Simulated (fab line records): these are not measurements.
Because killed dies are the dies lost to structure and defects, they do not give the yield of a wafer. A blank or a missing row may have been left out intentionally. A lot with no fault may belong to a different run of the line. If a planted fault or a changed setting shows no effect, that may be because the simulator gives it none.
Comparing a struck lot with a sound one | flow n5_finfet | 40 steps out of a route of 1938
Sound: the wafers L363.1, L363.4, L363.6. Wafers L377.2, L377.3, L377.4 were the ones struck. The cause is given at the end.
At each step with rows: each side's tool, then ch and its chambers, then its first start. Under that, the readings that differ: sound wafers | struck wafers | difference of the means | sigmas: that difference in standard deviations of wafers without a fault.
alike: readings whose means differ by less than 2 such deviations, and words and numbers that are the same on both sides. not compared: withheld readings, readings that some wafer has no value for, bounds like >300 that may hide the same value, and numbers for which the record gives no deviation and whose values overlap.
A row with sigmas, a row that says differs or no value, or rows on one side alone: a step with any of these is where the two part. Numbers that have no deviation but don't overlap get no sigmas and don't part them. A reading missing from all wafers of one side parts the sides only when that side holds two or more wafers.

first, 11 steps without rows for these wafers: N5_MOL_CONTACT_COAG_WET_ETCH_116 (etches the open film in SC1-inhibited, target depth 4.6 nm, rinse time 30 s); N5_MOL_CONTACT_COAG_ALD_27 (deposits SiOC, target thk 17 nm, pulse time 1.5 s, time 2720 s); N5_MOL_CONTACT_COAG_CMP_28 (polishes, stops on SiNx, t overpolish 0.85 s, target thk 14.522 nm); N5_MOL_CONTACT_COAG_ALD_123 (deposits SiNx, target thk 5 nm, pulse time 1 s, purge time 2 s); N5_MOL_CONTACT_COAG_PECVD_31 (deposits SiO2 from TEOS/O2, target thk 46 nm, time 8.9 s); N5_MOL_CONTACT_COAG_COAT_75 (time 60 s, resist thk 60 nm); N5_MOL_CONTACT_COAG_COAT_76 (time 60 s, resist thk 10 nm); N5_MOL_CONTACT_COAG_COAT_77 (time 60 s, resist thk 10 nm); N5_MOL_CONTACT_COAG_COAT_78 (resist thk 40 nm); N5_MOL_CONTACT_COAG_EBR_80; N5_MOL_CONTACT_COAG_SOFTBAKE_79 (time 60 s).
N5_MOL_CONTACT_COAG_EXPOSE_81: exposes mask VG, defocus 0 nm.
  sound on euv_scanner-01 ch 0, day 5 02:02; struck on euv_scanner-01 ch 0, day 8 18:08
  reading                                  | sound          | struck         | difference | sigmas
  model.MOL_CONTACT_COAG.overlay_x_nm (nm) | -0.2 -0.2 -0.2 | 13.4 13.4 13.4 | +13.6      |
  alike: mask, stage_msd_nm
then, 2 steps without rows for these wafers: N5_MOL_CONTACT_COAG_PEB_82 (peb time 60 s); N5_MOL_CONTACT_COAG_DEVELOP_83 (develop time 30 s).
N5_MOL_CONTACT_COAG_OVL_MEAS_85:
  sound on overlay-02 ch 0, day 5 02:12; struck on overlay-01 ch 0, day 8 18:18
  reading     | sound          | struck         | difference | sigmas
  VG_OVL (nm) | -0.5 -1.0 -0.6 | 13.6 12.8 11.4 | +13.3      | +16
then, 23 steps without rows for these wafers: N5_MOL_CONTACT_COAG_DESCUM_88 (chemistry O2, time 7 s); N5_MOL_CONTACT_COAG_ETCH_89 (etches underlayer in N2/H2, target depth 13 nm, time 10.4 s); N5_MOL_CONTACT_COAG_ETCH_90 (etches SiARC in CF4, target depth 13 nm, time 21.7 s); N5_MOL_CONTACT_COAG_ALD_131 (deposits SiO2, target thk 5 nm, pulse time 1 s, co reactant pulse time 1 s); N5_MOL_CONTACT_COAG_ETCHBACK_132 (etches SiO2 in CHF3, target depth 10 nm, time 6.7 s); N5_MOL_CONTACT_COAG_ETCH_91 (etches SOC in N2/H2, target depth 60 nm, overetch 21 nm, time 101.2 s); N5_MOL_CONTACT_COAG_STRIP_92 (strips in N2/H2); N5_MOL_CONTACT_COAG_STRIP_93 (strips in N2/H2); N5_MOL_CONTACT_COAG_ETCHBACK_135 (etches SiO2 in CHF3, target depth 25 nm, time 16.7 s); N5_MOL_CONTACT_COAG_STRIP_118 (strips in CHF3); N5_MOL_CONTACT_COAG_VIA_ETCH_46 (etches SiO2 in C4F6/O2, target depth 46 nm, overetch 9.2 nm, time 40 s); N5_MOL_CONTACT_COAG_STRIP_96 (strips in N2/H2); N5_MOL_CONTACT_COAG_ETCH_47 (etches SiNx in CH3F/O2, stops on W, target depth 27 nm); N5_MOL_CONTACT_COAG_STRIP_119 (strips in N2/H2, time 30 s); N5_MOL_CONTACT_COAG_PRECLEAN_144 (cleans in alkaline clean, time 60 s); N5_MOL_CONTACT_COAG_SRD_145 (time 30 s); N5_MOL_CONTACT_COAG_COAT_62 (time 60 s, resist thk 60 nm); N5_MOL_CONTACT_COAG_COAT_63 (time 60 s, resist thk 10 nm); N5_MOL_CONTACT_COAG_COAT_64 (time 60 s, resist thk 10 nm); N5_MOL_CONTACT_COAG_COAT_34 (resist thk 40 nm); N5_MOL_CONTACT_COAG_EBR_36; N5_MOL_CONTACT_COAG_SOFTBAKE_35 (time 60 s); N5_MOL_CONTACT_COAG_EXPOSE_37 (exposes mask VD, defocus 0 nm).
N5_BEOL_M4_RC_MEAS_101:
  the record has rows for the sound wafers here (prober-01 ch 0, day 7 21:38) and none for the struck ones
N5_PASSIVATION_PROBE_49:
  sound wafers here have rows in the record (prober-01, day 12 09:29); struck ones have none

== WHERE THEY PART ==
First at N5_MOL_CONTACT_COAG_OVL_MEAS_85; last, within this record, at N5_PASSIVATION_PROBE_49.

WHY: what the simulator had put in
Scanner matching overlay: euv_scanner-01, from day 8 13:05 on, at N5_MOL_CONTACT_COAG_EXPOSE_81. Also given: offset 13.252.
